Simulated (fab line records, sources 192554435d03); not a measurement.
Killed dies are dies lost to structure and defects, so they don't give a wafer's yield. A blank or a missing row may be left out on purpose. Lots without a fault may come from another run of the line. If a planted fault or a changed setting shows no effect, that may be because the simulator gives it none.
Which tool did it? ; flow n5 finfet ; 11 lots with 33 wafers sampled at 5 steps, on a route of 1938 steps

== WHAT THE GAUGES SHOWED, per wafer ==
N5_BEOL_M4_THK_MEAS_53: measures by xrf. Usual: M4_THK gives 40.4 nm (standard deviation 1.5).
lot;measured;on;M4_THK (nm);flag
L279;day 7 21:47;film metro-02;39.6 38.3 40.4;
L281;day 8 12:15;film metro-02;39.5 38.9 42.9;
L282;day 8 14:14;film metro-02;40.6 38.7 40.1;
L283;day 8 21:09;film metro-02;40.2 39.5 39.0;
L285;day 9 19:56;film metro-01;41.0 39.1 39.5;
L287;day 10 03:18;film metro-02;38.1 39.7 40.7;
L290;day 11 02:59;film metro-02;41.1 41.1 41.7;
L294;day 12 00:38;film metro-01;40.2 42.7 39.1;
L295;day 12 07:09;film metro-01;42.8 39.6 41.8;
L297;day 12 13:02;film metro-01;40.8 39.9 40.2;
L298;day 12 09:52;film metro-02;41.5 41.6 40.8;

N5_BEOL_M4_RS_MEAS_58: a four-point-probe measurement. Usual: M4_RS gives 0.67 ohm/sq (standard deviation 0.031).
lot;measured;on;M4_RS (ohm/sq);flag
L279;day 7 22:02;film metro-02;0.69 0.72 0.67;
L281;day 8 12:32;film metro-02;0.69 0.70 0.62;
L282;day 8 14:31;film metro-02;0.66 0.70 0.67;
L283;day 8 21:25;film metro-02;0.67 0.69 0.70;
L285;day 9 20:12;film metro-02;0.66 0.70 0.69;
L287;day 10 03:34;film metro-01;0.73 0.68 0.66;
L290;day 11 03:14;film metro-02;0.66 0.65 0.64;
L294;day 12 00:54;film metro-02;0.67 0.62 0.69;
L295;day 12 07:25;film metro-01;0.63 0.70 0.65;
L297;day 12 13:17;film metro-02;0.67 0.69 0.67;
L298;day 12 10:19;film metro-02;0.64 0.64 0.65;

N5_BEOL_M4_RC_MEAS_101. Usual: DIBL_N 36.5 mV/V, standard deviation 1.8; DIBL_P 36.5 mV/V, standard deviation 2.1; IOFF_N 0.17 nA/um, standard deviation 0.031; IOFF_P 0.22 nA/um, standard deviation 0.036; IOFF_P_LIN 0.102 nA/um, standard deviation 0.014; IOFF_P_LONG 0.000107 nA/um, standard deviation 9.3e-06; ION_N 677 uA/um, standard deviation 11; ION_P 463 uA/um, standard deviation 8; SS_N 71.6 mV/dec, standard deviation 0.61; SS_P 73.3 mV/dec, standard deviation 0.63; VT_N 249 mV, standard deviation 3.1; VT_N_LVT 97 mV, standard deviation 3.5; VT_P -250 mV, standard deviation 3.3; VT_P_LONG -275.0 mV, standard deviation 2.9.
lot;measured;on;DIBL_N (mV/V);DIBL_P (mV/V);IOFF_N (nA/um);IOFF_P (nA/um);IOFF_P_LIN (nA/um);IOFF_P_LONG (nA/um);ION_N (uA/um);ION_P (uA/um);SS_N (mV/dec);SS_P (mV/dec);VT_N (mV);VT_N_LVT (mV);VT_P (mV);VT_P_LONG (mV);flag
L279;day 7 22:33;prober-02;33.8 35.2 33.9;32.6 34.7 32.7;0.12 0.15 0.13;0.15 0.20 0.16;0.077 0.097 0.081;0.0001 0.000105 0.000103;655 672 659;446 457 447;71.0 71.0 70.7;72.9 73.3 71.9;253 248 253;104 99 102;-257 -250 -255;-274.9 -274.4 -276.8;
L281;day 8 12:54;prober-01;34.9 37.1 34.9;36.3 39.6 36.8;0.16 0.19 0.16;0.17 0.23 0.18;0.085 0.105 0.089;9.1e-05 9.1e-05 9.1e-05;684 679 673;455 464 457;71.6 71.9 71.8;73.8 74.0 72.7;249 246 249;98 95 99;-252 -251 -255;-279.5 -278.6 -280.2;
L282;day 8 14:43;prober-02;40.8 37.6 37.2;41.5 38.2 36.6;0.23 0.17 0.15;0.26 0.20 0.18;0.110 0.092 0.088;0.0001 9.6e-05 9.8e-05;683 688 675;462 465 454;72.8 71.1 71.1;74.2 73.7 73.3;245 248 251;92 96 97;-250 -253 -255;-279.2 -279.4 -279.2;
L283;day 8 21:28;prober-01;37.0 38.6 36.6;36.2 39.5 36.2;0.16 0.19 0.15;0.20 0.25 0.20;0.098 0.116 0.099;0.000102 0.000112 0.000105;671 691 676;458 474 469;71.6 71.3 70.8;73.5 74.3 73.4;247 247 249;97 96 99;-251 -247 -248;-275.9 -274.5 -274.9;
L285;day 9 20:15;prober-02;35.0 35.7 33.9;35.6 36.2 34.9;0.13 0.15 0.13;0.19 0.20 0.18;0.093 0.095 0.090;0.000108 0.000102 0.000108;667 678 675;465 467 463;70.8 71.3 70.9;73.1 73.9 72.5;249 249 251;102 100 101;-251 -253 -251;-271.9 -273.3 -273.9;
L287;day 10 03:37;prober-02;35.0 35.3 36.3;34.7 34.6 35.7;0.15 0.16 0.16;0.20 0.20 0.21;0.097 0.099 0.100;0.000102 0.000102 0.000105;676 677 678;462 465 462;71.1 70.5 71.2;73.3 72.5 73.3;247 246 250;97 96 97;-251 -251 -251;-276.0 -276.3 -272.2;
L290;day 11 03:36;prober-02;35.7 35.7 38.2;35.2 35.7 37.1;0.16 0.16 0.19;0.19 0.20 0.22;0.095 0.097 0.102;0.000107 0.00011 0.000109;669 676 681;458 461 461;71.8 71.6 71.7;72.9 73.1 73.4;249 248 249;95 96 95;-252 -251 -252;-276.4 -276.0 -274.8;
L294;day 12 01:16;prober-01;40.2 37.8 39.1;40.1 37.4 38.9;0.24 0.18 0.21;0.16 0.13 0.14;0.071 0.060 0.064;7e-05 6.8e-05 7e-05;688 676 697;445 440 443;72.0 71.6 71.6;74.4 73.7 73.2;245 248 248;78 81 79;-262 -264 -266;-289.3 -292.4 -289.9;OFF
L295;day 12 07:37;prober-01;37.7 37.1 39.5;37.5 35.6 39.6;0.17 0.15 0.21;0.13 0.11 0.15;0.063 0.056 0.069;7.4e-05 7.9e-05 8.1e-05;673 669 696;438 441 445;71.4 71.1 72.2;72.9 72.3 73.2;249 249 247;82 84 78;-263 -264 -261;-289.2 -289.5 -290.0;OFF
L297;day 12 13:29;prober-02;40.0 36.9 39.5;40.3 36.2 38.5;0.22 0.15 0.20;0.16 0.12 0.14;0.072 0.059 0.066;8e-05 7.3e-05 8.1e-05;685 675 675;450 442 442;72.0 72.0 72.9;73.7 73.0 73.1;245 251 247;79 84 80;-261 -265 -262;-291.4 -289.8 -287.3;OFF
L298;day 12 10:23;prober-02;37.5 36.0 36.7;38.0 36.8 37.7;0.20 0.18 0.19;0.29 0.27 0.30;0.133 0.129 0.137;0.000125 0.000132 0.00013;688 694 692;475 482 478;72.0 71.0 71.7;73.8 73.5 73.9;246 246 248;92 92 92;-242 -243 -241;-268.9 -267.0 -271.2;

== EACH LOT AND THE TOOL THAT RAN IT (in order: tool; ch and the chambers of the sampled wafers; start) ==
lot;N5_HKMG_FIN_RTA_80;N5_BEOL_M4_SPUTTER_94
L279;rtp anneal-02 ch 0, day 4 01:35;pvd sputter-01, day 7 20:45
L281;rtp anneal-01 ch 0, day 4 14:23;pvd sputter-03, day 8 11:14
L282;rtp anneal-01 ch 0, day 4 20:46;pvd sputter-03, day 8 13:05
L283;rtp anneal-02 ch 0, day 5 02:56;pvd sputter-03, day 8 20:08
L285;rtp anneal-02 ch 0, day 5 14:41;pvd sputter-03, day 9 18:47
L287;rtp anneal-02 ch 0, day 6 01:47;pvd sputter-03, day 10 02:17
L290;rtp anneal-02 ch 0, day 6 21:36;pvd sputter-03, day 11 01:58
L294;rtp anneal-02 ch 0, day 7 18:07;pvd sputter-02, day 11 23:37
L295;rtp anneal-02 ch 0, day 8 04:55;pvd sputter-01, day 12 05:34
L297;rtp anneal-02 ch 0, day 8 14:32;pvd sputter-02, day 12 12:01
L298;rtp anneal-01 ch 0, day 8 16:41;pvd sputter-02, day 12 08:17
- N5_HKMG_FIN_RTA_80: time 2 s.
- N5_BEOL_M4_SPUTTER_94: material Cu, target thk 4.5 nm, time 8.29 s.

== AS READ BY THE TOOLS THEMSELVES (means over the sampled wafers that have a number; for cases with no such wafer, the mark the record gives instead) ==
N5_BEOL_M4_SPUTTER_94. Usual: 30.1 % for throttle valve pct, sd 1.1.
lot;tool;throttle valve pct (%);flag
L279;pvd sputter-01;28.7;
L281;pvd sputter-03;30.3;
L282;pvd sputter-03;30.8;
L283;pvd sputter-03;30.8;
L285;pvd sputter-03;30.8;
L287;pvd sputter-03;30.3;
L290;pvd sputter-03;30.8;
L294;pvd sputter-02;30.8;
L295;pvd sputter-01;29.1;
L297;pvd sputter-02;31.0;
L298;pvd sputter-02;31.0;

== THE ANSWER, worked out from the rows above alone ==
Rule: lot off if the mean of its wafers having a number is beyond 3 standard deviations from the usual mean. A lot without any number at a reading at which 4 lots or more have one is off too. All remaining lots with rows at the step are treated as sound. After the gauges, taken in route order, come the tools' own readings; for these a lot's mean is taken, as printed above. The first step at which some lot is off is used, and at that step the reading that is off furthest; a lot without a number counts as furthest.
Off: L294, L295, L297, at N5_BEOL_M4_RC_MEAS_101 (VT_P_LONG).
A tool fits if, at a process step before that reading, it ran every lot that is off, and no sound lot after the first of them. Those tools and the gauges at N5_BEOL_M4_RC_MEAS_101 are tried in the same way. One fits: N5_HKMG_FIN_RTA_80 on rtp anneal-02. Its last sound lot is L290 (day 6 21:36), its first lot that is off L294 (day 7 18:07): a fault that began between those two fits.

== WHAT THE SIMULATOR HAD INSERTED ==
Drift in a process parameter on rtp anneal-02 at N5_HKMG_FIN_RTA_80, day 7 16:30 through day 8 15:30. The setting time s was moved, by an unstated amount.
Shown lots that were struck: L294, L295, L297. This agrees with what the rule above found.
